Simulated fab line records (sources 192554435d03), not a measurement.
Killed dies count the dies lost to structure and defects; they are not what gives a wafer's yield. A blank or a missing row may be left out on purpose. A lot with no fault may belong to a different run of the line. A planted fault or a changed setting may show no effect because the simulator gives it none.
Matching of chambers || flow n5Finfet || cmp-03 running N5_ILD0_CMP_07: 4 sister chambers
The step polishes SiO2 flowable, stops on poly-Si, t overpolish 1.18 s, target thk 138.88 nm. 8 wafers are shown with their chamber, then 7 later ones without.

WAFERS WITH THEIR CHAMBER
{"wafer": "L625.3", "chamber": 1, "motorCurrentA (A)": 14.8, "slurryFilterDpKPa (kPa)": 13.35}
{"wafer": "L629.2", "chamber": 0, "motorCurrentA (A)": 12.9, "slurryFilterDpKPa (kPa)": 13.57}
{"wafer": "L629.3", "chamber": 3, "motorCurrentA (A)": 11.8, "slurryFilterDpKPa (kPa)": 13.34}
{"wafer": "L630.3", "chamber": 2, "motorCurrentA (A)": 14.0, "slurryFilterDpKPa (kPa)": 13.38}
{"wafer": "L630.4", "chamber": 0, "motorCurrentA (A)": 12.8, "slurryFilterDpKPa (kPa)": 13.55}
{"wafer": "L630.6", "chamber": 3, "motorCurrentA (A)": 10.5, "slurryFilterDpKPa (kPa)": 13.58}
{"wafer": "L631.1", "chamber": 2, "motorCurrentA (A)": 15.1, "slurryFilterDpKPa (kPa)": 13.46}
{"wafer": "L631.4", "chamber": 1, "motorCurrentA (A)": 14.1, "slurryFilterDpKPa (kPa)": 13.68}

WAFERS WITHOUT THEIR CHAMBER
{"wafer": "L631.5", "motorCurrentA (A)": 10.9, "slurryFilterDpKPa (kPa)": 13.46}
{"wafer": "L642.2", "motorCurrentA (A)": 14.5, "slurryFilterDpKPa (kPa)": 13.55}
{"wafer": "L642.3", "motorCurrentA (A)": 14.4, "slurryFilterDpKPa (kPa)": 13.57}
{"wafer": "L642.4", "motorCurrentA (A)": 12.8, "slurryFilterDpKPa (kPa)": 13.56}
{"wafer": "L644.3", "motorCurrentA (A)": 11.1, "slurryFilterDpKPa (kPa)": 13.44}
{"wafer": "L644.4", "motorCurrentA (A)": 13.9, "slurryFilterDpKPa (kPa)": 13.36}
{"wafer": "L644.5", "motorCurrentA (A)": 14.2, "slurryFilterDpKPa (kPa)": 13.48}

CHAMBER TAKEN BY EACH
{"wafer": "L631.5", "from the rows above": 3, "in truth": 3}
{"wafer": "L642.2", "from the rows above": "can't be placed: 1 or 2", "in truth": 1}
{"wafer": "L642.3", "from the rows above": "can't be placed: 1 or 2 or 0", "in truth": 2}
{"wafer": "L642.4", "from the rows above": 0, "in truth": 0}
{"wafer": "L644.3", "from the rows above": 3, "in truth": 3}
{"wafer": "L644.4", "from the rows above": "can't be placed: 2 or 1 or 0", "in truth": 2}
{"wafer": "L644.5", "from the rows above": "can't be placed: 1 or 2 or 0", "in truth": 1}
3 of 7 placed correctly. Not placeable from these rows: 4 (in 4, the candidates include the true chamber). Wrongly placed: 0.
How it was worked out, from the rows above alone: a wafer's distance from a chamber is the root of the sum, over the readings, of the square of ((its reading less the chamber's mean) divided by the reading's scatter). If the next closest chamber is less than 2 further off than the closest, the wafer can't be placed; otherwise it belongs to the closest. Each chamber's mean is taken over the wafers shown for it. The scatter: the root of (the sum of the squares of (reading less its chamber's mean) over the shown wafers, divided by (wafers less chambers)).
